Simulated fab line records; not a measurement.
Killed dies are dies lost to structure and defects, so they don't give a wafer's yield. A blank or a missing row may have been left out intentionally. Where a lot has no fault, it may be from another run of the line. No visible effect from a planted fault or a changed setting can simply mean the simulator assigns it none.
Matching of chambers ; flow nand harc ; NHARC_A_ZERO_WELL_DESCUM_12 on rie diel-08 has 4 sister chambers
The step chemistry O2, time 3 s. 30 wafers are shown with their chamber, then 12 later ones without.

## WAFERS PAIRED WITH THEIR CHAMBERS
wafer;chamber;drypump motor current A (A);oes product au (a.u.);rf vpp V (V)
L076.1;3;4.9;0.993;58.2
L076.2;2;6.1;1.006;58.9
L076.6;2;6.0;1.007;58.9
L077.1;0;6.0;0.990;57.7
L077.2;2;6.1;1.009;57.7
L077.5;0;6.1;0.995;57.9
L078.2;0;6.1;0.986;58.2
L078.3;2;6.0;1.006;59.3
L078.6;1;6.5;1.006;57.5
L080.1;3;4.9;0.977;56.8
L080.3;1;6.5;1.008;58.7
L080.5;0;6.1;0.993;57.5
L083.1;2;6.0;1.005;58.2
L083.2;1;6.5;1.003;56.8
L083.6;3;4.9;0.989;58.6
L084.1;1;6.5;1.011;56.8
L084.2;0;6.0;0.994;56.2
L084.6;2;6.1;1.010;59.5
L085.1;0;6.1;0.994;58.6
L085.3;3;4.9;0.990;58.3
L085.6;0;6.0;0.996;58.6
L086.1;1;6.5;1.014;57.8
L086.3;0;6.0;1.003;57.6
L086.5;3;4.9;0.990;56.7
L087.1;1;6.5;1.018;57.2
L087.4;3;4.9;0.987;57.2
L087.6;1;6.5;1.016;58.2
L090.1;3;4.9;0.985;58.5
L090.3;0;6.0;0.997;57.6
L090.6;3;4.9;0.987;58.4

SIGNATURES (averages over the wafers above)
reading;chamber 0;chamber 1;chamber 2;chamber 3;scatter within a chamber
drypump motor current A;6.044;6.500;6.050;4.900;0.0378
oes product au;0.99422;1.01086;1.00717;0.98725;0.00454
rf vpp V;57.767;57.571;58.750;57.837;0.734
Rule: for a wafer and a chamber, the distance is found by dividing, reading by reading, the gap between the wafer's reading and the chamber's mean by the reading's scatter, squaring, summing and taking the root. If the next closest chamber is less than 2 further off than the closest, the wafer can't be placed; otherwise it belongs to the closest. How the scatter is found: for the shown wafers, subtract from each reading the mean of its chamber, square and add these, divide the total by (wafers less chambers), then take the root.

## WAFERS WHOSE CHAMBER IS MISSING
wafer;drypump motor current A (A);oes product au (a.u.);rf vpp V (V)
L089.1;4.9;0.984;56.9
L089.4;6.5;1.012;57.2
L089.5;6.0;1.002;58.7
L092.2;6.0;1.014;58.3
L092.3;6.5;1.005;58.3
L092.4;4.9;0.996;57.0
L093.3;6.0;1.007;58.6
L093.5;6.0;1.014;58.5
L093.6;6.5;1.014;57.8
L095.1;6.1;0.986;58.2
L095.5;6.1;0.999;57.1
L095.6;6.5;1.012;57.7

## WHICH CHAMBER EACH ONE RAN IN
wafer;from the rows above;in truth
L089.1;3;3
L089.4;1;1
L089.5;can't be placed: 2 or 0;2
L092.2;2;2
L092.3;1;1
L092.4;3;3
L093.3;can't be placed: 2 or 0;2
L093.5;2;2
L093.6;1;1
L095.1;0;0
L095.5;can't be placed: 0 or 2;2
L095.6;1;1
Placed correctly: 9 of 12. Cannot be placed on the basis of these rows: 3; the candidates contain the true chamber in 3. Placed wrongly: 0.
